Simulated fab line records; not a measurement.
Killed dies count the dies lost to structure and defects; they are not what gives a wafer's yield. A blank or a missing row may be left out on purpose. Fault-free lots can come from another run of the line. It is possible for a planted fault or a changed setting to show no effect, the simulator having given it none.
Which of the tools did it? / flow nandHarc / 14 lots with 40 wafers sampled at 5 steps, on a route of 1302 steps

== WHAT THE GAUGES SHOWED, per wafer ==
NHARC_A_START_INSPECT_01.
lot=L715; measured=day 6 21:50; on=defectInspect-01; rawDefectCount=3 5 7
lot=L716; measured=day 7 04:55; on=defectInspect-01; rawDefectCount=2 1 8
lot=L717; measured=day 7 14:59; on=defectInspect-02; rawDefectCount=6 4 4
lot=L718; measured=day 8 04:02; on=defectInspect-01; rawDefectCount=4 4 5
lot=L719; measured=day 8 11:58; on=defectInspect-02; rawDefectCount=5 2 5
lot=L720; measured=day 9 00:29; on=defectInspect-01; rawDefectCount=3 1 3
lot=L721; measured=day 9 06:10; on=defectInspect-01; rawDefectCount=4 4 2
lot=L722; measured=day 9 11:13; on=defectInspect-01; rawDefectCount=3 1 0
lot=L723; measured=day 9 23:21; on=defectInspect-01; rawDefectCount=3 0 2
lot=L728; measured=day 12 16:02; on=defectInspect-02; rawDefectCount=3 6 3
lot=L729; measured=day 12 17:04; on=defectInspect-01; rawDefectCount=5 5 5
lot=L732; measured=day 13 22:24; on=defectInspect-02; rawDefectCount=6 5
lot=L734; measured=day 14 21:25; on=defectInspect-01; rawDefectCount=0 2
lot=L735; measured=day 15 06:49; on=defectInspect-01; rawDefectCount=3 2 1

NHARC_END_SORT_01.
lot=L715; measured=day 24 22:46; on=prober-01; killedAtArray=55 60 59; killedAtOther=0 0 1; killedAtPeriphery=4 3 2; killedDies=59 63 62; killedOpen=2 3 2; killedShort=1 2 1
lot=L716; measured=day 25 01:29; on=prober-02; killedAtArray=50 34 32; killedAtOther=0 1 0; killedAtPeriphery=3 10 8; killedDies=53 45 40; killedOpen=2 3 5; killedShort=4 4 1
lot=L717; measured=day 25 13:08; on=prober-01; killedAtArray=53 61 65; killedAtOther=0 0 0; killedAtPeriphery=3 7 1; killedDies=56 68 66; killedOpen=3 5 2; killedShort=3 4 4
lot=L718; measured=day 25 11:32; on=prober-02; killedAtArray=43 55 44; killedAtOther=1 1 3; killedAtPeriphery=3 4 2; killedDies=47 60 49; killedOpen=2 4 1; killedShort=3 1 2
lot=L719; measured=day 26 08:02; on=prober-02; killedAtArray=69 59 75; killedAtOther=1 1 2; killedAtPeriphery=3 4 1; killedDies=73 64 78; killedOpen=1 4 5; killedShort=6 6 1
lot=L720; measured=day 27 03:18; on=prober-01; killedAtArray=28 31 23; killedAtOther=2 2 1; killedAtPeriphery=1 4 2; killedDies=31 37 26; killedOpen=4 5 3; killedShort=2 3 0
lot=L721; measured=day 26 18:44; on=prober-01; killedAtArray=72 86 82; killedAtOther=0 1 0; killedAtPeriphery=5 4 2; killedDies=77 91 84; killedOpen=4 4 3; killedShort=2 1 1
lot=L722; measured=day 27 03:19; on=prober-02; killedAtArray=49 52 53; killedAtOther=0 1 0; killedAtPeriphery=5 9 11; killedDies=54 62 64; killedOpen=2 7 4; killedShort=3 2 4
lot=L723; measured=day 27 15:56; on=prober-01; killedAtArray=63 57 66; killedAtOther=0 1 3; killedAtPeriphery=5 6 5; killedDies=68 64 74; killedOpen=2 6 2; killedShort=1 1 3
lot=L728; measured=day 30 18:44; on=prober-02; killedAtArray=53 45 51; killedAtOther=0 0 0; killedAtPeriphery=5 6 3; killedDies=58 51 54; killedOpen=4 2 0; killedShort=1 4 1
lot=L729; measured=day 30 08:58; on=prober-01; killedAtArray=78 70 75; killedAtOther=0 0 0; killedAtPeriphery=0 3 0; killedDies=78 73 75; killedOpen=1 5 2; killedShort=0 2 5
lot=L732; measured=day 31 06:25; on=prober-02; killedAtArray=102 89; killedAtOther=0 0; killedAtPeriphery=3 6; killedDies=105 95; killedOpen=2 7; killedShort=3 3
lot=L734; measured=day 33 07:19; on=prober-02; killedAtArray=86 78; killedAtOther=2 4; killedAtPeriphery=5 4; killedDies=93 86; killedOpen=2 6; killedShort=1 6
lot=L735; measured=day 33 11:55; on=prober-02; killedAtArray=59 64 65; killedAtOther=2 2 0; killedAtPeriphery=4 5 0; killedDies=65 71 65; killedOpen=7 6 3; killedShort=2 1 5

== TOOL THAT RAN EACH LOT (tool first, then ch and the chambers of the sampled wafers, then the start) ==
lot=L715; NHARC_P_BONDPAD_STRIP_15=rieDiel-07 ch 1,3, day 6 19:11; NHARC_P_BONDPAD_ANNEAL_28=rtpAnneal-02 ch 0, day 6 20:31; NHARC_A_ZERO_WELL_PEB_08=lithoTrack-02 ch 0, day 6 22:35
lot=L716; NHARC_P_BONDPAD_STRIP_15=rieDiel-13 ch 0,2, day 7 02:11; NHARC_P_BONDPAD_ANNEAL_28=rtpAnneal-01 ch 0, day 7 03:32; NHARC_A_ZERO_WELL_PEB_08=lithoTrack-07 ch 0, day 7 05:40
lot=L717; NHARC_P_BONDPAD_STRIP_15=rieDiel-06 ch 0,1,2, day 7 12:13; NHARC_P_BONDPAD_ANNEAL_28=rtpAnneal-01 ch 0, day 7 13:44; NHARC_A_ZERO_WELL_PEB_08=lithoTrack-05 ch 0, day 7 15:37
lot=L718; NHARC_P_BONDPAD_STRIP_15=rieDiel-06 ch 1,2,3, day 8 01:27; NHARC_P_BONDPAD_ANNEAL_28=rtpAnneal-02 ch 0, day 8 02:42; NHARC_A_ZERO_WELL_PEB_08=lithoTrack-02 ch 0, day 8 04:48
lot=L719; NHARC_P_BONDPAD_STRIP_15=rieDiel-06 ch 0,1,3, day 8 09:22; NHARC_P_BONDPAD_ANNEAL_28=rtpAnneal-01 ch 0, day 8 10:37; NHARC_A_ZERO_WELL_PEB_08=lithoTrack-05 ch 0, day 8 12:44
lot=L720; NHARC_P_BONDPAD_STRIP_15=rieDiel-06 ch 1,2,3, day 8 21:50; NHARC_P_BONDPAD_ANNEAL_28=rtpAnneal-01 ch 0, day 8 23:09; NHARC_A_ZERO_WELL_PEB_08=lithoTrack-07 ch 0, day 9 01:14
lot=L721; NHARC_P_BONDPAD_STRIP_15=rieDiel-07 ch 0,2,3, day 9 03:31; NHARC_P_BONDPAD_ANNEAL_28=rtpAnneal-02 ch 0, day 9 04:48; NHARC_A_ZERO_WELL_PEB_08=lithoTrack-05 ch 0, day 9 06:55
lot=L722; NHARC_P_BONDPAD_STRIP_15=rieDiel-13 ch 2,3, day 9 08:37; NHARC_P_BONDPAD_ANNEAL_28=rtpAnneal-02 ch 0, day 9 09:53; NHARC_A_ZERO_WELL_PEB_08=lithoTrack-02 ch 0, day 9 11:58
lot=L723; NHARC_P_BONDPAD_STRIP_15=rieDiel-13 ch 1,2, day 9 20:43; NHARC_P_BONDPAD_ANNEAL_28=rtpAnneal-01 ch 0, day 9 21:59; NHARC_A_ZERO_WELL_PEB_08=lithoTrack-05 ch 0, day 10 00:06
lot=L728; NHARC_P_BONDPAD_STRIP_15=rieDiel-06 ch 0,2,3, day 12 13:24; NHARC_P_BONDPAD_ANNEAL_28=rtpAnneal-02 ch 0, day 12 14:38; NHARC_A_ZERO_WELL_PEB_08=lithoTrack-07 ch 0, day 12 16:47
lot=L729; NHARC_P_BONDPAD_STRIP_15=rieDiel-13 ch 0,2,3, day 12 14:26; NHARC_P_BONDPAD_ANNEAL_28=rtpAnneal-02 ch 0, day 12 15:43; NHARC_A_ZERO_WELL_PEB_08=lithoTrack-05 ch 0, day 12 17:41
lot=L732; NHARC_P_BONDPAD_STRIP_15=rieDiel-13 ch 0,2, day 13 19:48; NHARC_P_BONDPAD_ANNEAL_28=rtpAnneal-01 ch 0, day 13 21:02; NHARC_A_ZERO_WELL_PEB_08=lithoTrack-05 ch 0, day 13 23:09
lot=L734; NHARC_P_BONDPAD_STRIP_15=rieDiel-07 ch 0,3, day 14 18:47; NHARC_P_BONDPAD_ANNEAL_28=rtpAnneal-01 ch 0, day 14 20:16; NHARC_A_ZERO_WELL_PEB_08=lithoTrack-05 ch 0, day 14 22:10
lot=L735; NHARC_P_BONDPAD_STRIP_15=rieDiel-13 ch 1,3, day 15 03:37; NHARC_P_BONDPAD_ANNEAL_28=rtpAnneal-02 ch 0, day 15 05:25; NHARC_A_ZERO_WELL_PEB_08=lithoTrack-05 ch 0, day 15 07:34
- NHARC_P_BONDPAD_STRIP_15: strips in O2.
- NHARC_P_BONDPAD_ANNEAL_28: time 90 s.
- NHARC_A_ZERO_WELL_PEB_08: peb time 80 s.

== WHAT THE TOOLS THEMSELVES READ (means of the sampled wafers that have a number; where no wafer has one, the mark that the record gives instead) ==
NHARC_P_BONDPAD_STRIP_15.
lot=L715; tool=rieDiel-07; drypumpMotorCurrentA (A)=5.0; oesProductAu (a.u.)=1.005; rfVppV (V)=58.3; showerheadPlenumPTorr (Torr)=3.43; throttleValvePct (%)=17.024
lot=L716; tool=rieDiel-13; drypumpMotorCurrentA (A)=6.0; oesProductAu (a.u.)=0.997; rfVppV (V)=57.7; showerheadPlenumPTorr (Torr)=3.58; throttleValvePct (%)=17.038
lot=L717; tool=rieDiel-06; drypumpMotorCurrentA (A)=5.2; oesProductAu (a.u.)=1.001; rfVppV (V)=58.5; showerheadPlenumPTorr (Torr)=3.59; throttleValvePct (%)=17.033
lot=L718; tool=rieDiel-06; drypumpMotorCurrentA (A)=5.0; oesProductAu (a.u.)=1.006; rfVppV (V)=57.9; showerheadPlenumPTorr (Torr)=3.61; throttleValvePct (%)=17.039
lot=L719; tool=rieDiel-06; drypumpMotorCurrentA (A)=5.0; oesProductAu (a.u.)=0.999; rfVppV (V)=58.2; showerheadPlenumPTorr (Torr)=3.50; throttleValvePct (%)=17.031
lot=L720; tool=rieDiel-06; drypumpMotorCurrentA (A)=5.0; oesProductAu (a.u.)=1.010; rfVppV (V)=58.2; showerheadPlenumPTorr (Torr)=3.61; throttleValvePct (%)=17.036
lot=L721; tool=rieDiel-07; drypumpMotorCurrentA (A)=5.3; oesProductAu (a.u.)=0.999; rfVppV (V)=57.6; showerheadPlenumPTorr (Torr)=3.57; throttleValvePct (%)=17.040
lot=L722; tool=rieDiel-13; drypumpMotorCurrentA (A)=6.2; oesProductAu (a.u.)=1.000; rfVppV (V)=57.2; showerheadPlenumPTorr (Torr)=3.59; throttleValvePct (%)=17.032
lot=L723; tool=rieDiel-13; drypumpMotorCurrentA (A)=6.0; oesProductAu (a.u.)=0.999; rfVppV (V)=57.1; showerheadPlenumPTorr (Torr)=3.56; throttleValvePct (%)=17.040
lot=L728; tool=rieDiel-06; drypumpMotorCurrentA (A)=5.2; oesProductAu (a.u.)=1.008; rfVppV (V)=57.9; showerheadPlenumPTorr (Torr)=3.53; throttleValvePct (%)=17.029
lot=L729; tool=rieDiel-13; drypumpMotorCurrentA (A)=5.7; oesProductAu (a.u.)=1.005; rfVppV (V)=56.6; showerheadPlenumPTorr (Torr)=3.57; throttleValvePct (%)=17.031
lot=L732; tool=rieDiel-13; drypumpMotorCurrentA (A)=5.8; oesProductAu (a.u.)=0.990; rfVppV (V)=57.8; showerheadPlenumPTorr (Torr)=3.57; throttleValvePct (%)=17.047
lot=L734; tool=rieDiel-07; drypumpMotorCurrentA (A)=4.9; oesProductAu (a.u.)=0.990; rfVppV (V)=58.2; showerheadPlenumPTorr (Torr)=3.54; throttleValvePct (%)=17.038
lot=L735; tool=rieDiel-13; drypumpMotorCurrentA (A)=5.3; oesProductAu (a.u.)=0.995; rfVppV (V)=56.5; showerheadPlenumPTorr (Torr)=3.51; throttleValvePct (%)=17.037

NHARC_P_BONDPAD_ANNEAL_28.
lot=L715 tool=rtpAnneal-02 wafer_temp_C_max=225.8
lot=L716 tool=rtpAnneal-01 wafer_temp_C_max=226.5
lot=L717 tool=rtpAnneal-01 wafer_temp_C_max=226.3
lot=L718 tool=rtpAnneal-02 wafer_temp_C_max=226.0
lot=L719 tool=rtpAnneal-01 wafer_temp_C_max=226.6
lot=L720 tool=rtpAnneal-01 wafer_temp_C_max=226.2
lot=L721 tool=rtpAnneal-02 wafer_temp_C_max=225.8
lot=L722 tool=rtpAnneal-02 wafer_temp_C_max=226.0
lot=L723 tool=rtpAnneal-01 wafer_temp_C_max=226.4
lot=L728 tool=rtpAnneal-02 wafer_temp_C_max=225.7
lot=L729 tool=rtpAnneal-02 wafer_temp_C_max=226.0
lot=L732 tool=rtpAnneal-01 wafer_temp_C_max=226.2
lot=L734 tool=rtpAnneal-01 wafer_temp_C_max=226.5
lot=L735 tool=rtpAnneal-02 wafer_temp_C_max=225.8

NHARC_A_ZERO_WELL_PEB_08.
lot=L715; tool=lithoTrack-02; heaterPowerTotalW (W)=190.2
lot=L716; tool=lithoTrack-07; heaterPowerTotalW (W)=189.8
lot=L717; tool=lithoTrack-05; heaterPowerTotalW (W)=189.7
lot=L718; tool=lithoTrack-02; heaterPowerTotalW (W)=189.1
lot=L719; tool=lithoTrack-05; heaterPowerTotalW (W)=189.8
lot=L720; tool=lithoTrack-07; heaterPowerTotalW (W)=190.3
lot=L721; tool=lithoTrack-05; heaterPowerTotalW (W)=190.3
lot=L722; tool=lithoTrack-02; heaterPowerTotalW (W)=190.4
lot=L723; tool=lithoTrack-05; heaterPowerTotalW (W)=189.9
lot=L728; tool=lithoTrack-07; heaterPowerTotalW (W)=190.2
lot=L729; tool=lithoTrack-05; heaterPowerTotalW (W)=190.1
lot=L732; tool=lithoTrack-05; heaterPowerTotalW (W)=205.3
lot=L734; tool=lithoTrack-05; heaterPowerTotalW (W)=204.3
lot=L735; tool=lithoTrack-05; heaterPowerTotalW (W)=209.2

== THE ANSWER, worked out from the rows above alone ==
Rule: usual is defined by the lots themselves. Put in order of their means at a reading, lots are off if they are a third of the lots or fewer, leave a main group of 4 or more, and stand apart from it by a gap of 3 or more times the standard deviation of the main group's means; of several such gaps the widest counts. The tables above print the reading to a certain number of digits; a main group whose means all agree to those digits is not used. Also off: a lot with no number at a reading for which 4 or more lots have one. Any other lot the step has rows for is counted as sound. The gauges are gone through in route order, then the tools' own readings, and for those a lot's mean is taken as printed above. The first step at which some lot is off is used, and at that step the reading that is off furthest; a lot without a number counts as furthest.
Off at NHARC_A_ZERO_WELL_PEB_08 (heaterPowerTotalW): L732, L734, L735. The main group: mean 190.0 W, standard deviation 0.36.
If a tool, at that step or one of the process steps before it, ran each lot that is off and ran no sound lot following the first of them, it fits. One fits: NHARC_A_ZERO_WELL_PEB_08 on lithoTrack-05. Its last sound lot is L729 (day 12 17:41), its first lot that is off L732 (day 13 23:09): a fault that began between those two fits.
On the lots that are off, the tool's own readings at NHARC_A_ZERO_WELL_PEB_08 differ by more than 5 times the standard deviation of the sound lots' means, which bears it out; heaterPowerTotalW reads 206.3 W there versus 190.0 W on the sound lots.

== WHAT WAS PUT IN BY THE SIMULATOR ==
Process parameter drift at NHARC_A_ZERO_WELL_PEB_08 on lithoTrack-05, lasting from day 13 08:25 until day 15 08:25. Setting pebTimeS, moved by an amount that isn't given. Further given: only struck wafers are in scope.
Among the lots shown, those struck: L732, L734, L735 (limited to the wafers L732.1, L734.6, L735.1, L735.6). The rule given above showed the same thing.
